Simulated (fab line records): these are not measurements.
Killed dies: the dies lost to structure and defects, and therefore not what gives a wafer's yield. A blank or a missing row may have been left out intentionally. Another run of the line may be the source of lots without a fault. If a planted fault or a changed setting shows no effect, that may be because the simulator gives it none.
Chamber matching -- flow n5-finfet -- rie-diel-04 running N5_SD_EPI_N_ETCH_45: 4 sister chambers
The step etches SiOCN in CH3F/O2, target depth 6 nm. 14 wafers are shown with their chamber, then 7 later ones without.

## WAFERS, EACH WITH ITS CHAMBER
wafer,chamber,showerhead-plenum-p-Torr (Torr),drypump-motor-current-A (A),oes-product-au (a.u.)
L077.1,3,1.92,5.1,0.75
L077.2,2,2.13,5.1,0.91
L077.5,1,1.96,5.8,0.68
L078.2,3,1.92,5.0,0.74
L078.3,0,2.15,5.6,0.96
L078.5,2,2.13,5.1,0.90
L082.1,2,2.13,5.1,0.87
L082.2,3,1.91,5.0,0.73
L082.6,1,1.96,5.8,0.95
L083.1,2,2.13,5.1,0.88
L083.2,0,2.15,5.5,0.93
L083.5,0,2.15,5.5,0.92
L086.1,2,2.12,5.1,0.87
L086.4,1,1.96,5.9,0.92

SIGNATURES (means of the wafers above)
reading,chamber 0,chamber 1,chamber 2,chamber 3,scatter within a chamber
showerhead-plenum-p-Torr,2.1500,1.9600,2.1280,1.9167,0.00383
drypump-motor-current-A,5.533,5.833,5.100,5.033,0.0447
oes-product-au,0.9367,0.8500,0.8860,0.7400,0.068
Rule: a wafer lies at a distance from a chamber equal to the root of the sum of squares, over the readings, of (its reading less the chamber's mean, divided by the reading's scatter). If the next closest chamber is less than 2 further off than the closest, the wafer can't be placed; otherwise it belongs to the closest. The scatter: the root of (the sum of the squares of (reading less its chamber's mean) over the shown wafers, divided by (wafers less chambers)).

## WAFERS WITH NO CHAMBER GIVEN
wafer,showerhead-plenum-p-Torr (Torr),drypump-motor-current-A (A),oes-product-au (a.u.)
L086.5,2.14,5.6,0.91
L091.2,1.91,5.0,0.71
L091.3,2.12,5.1,0.86
L091.5,2.14,5.6,0.88
L092.2,2.12,5.1,0.87
L092.4,1.95,5.9,0.90
L092.5,2.14,5.6,0.88

## WHICH CHAMBER EACH ONE RAN IN
wafer,from the rows above,in truth
L086.5,0,0
L091.2,3,3
L091.3,2,2
L091.5,0,0
L092.2,2,2
L092.4,1,1
L092.5,0,0
7 of 7 placed correctly. Not placeable from these rows: 0. 0 placed wrongly.
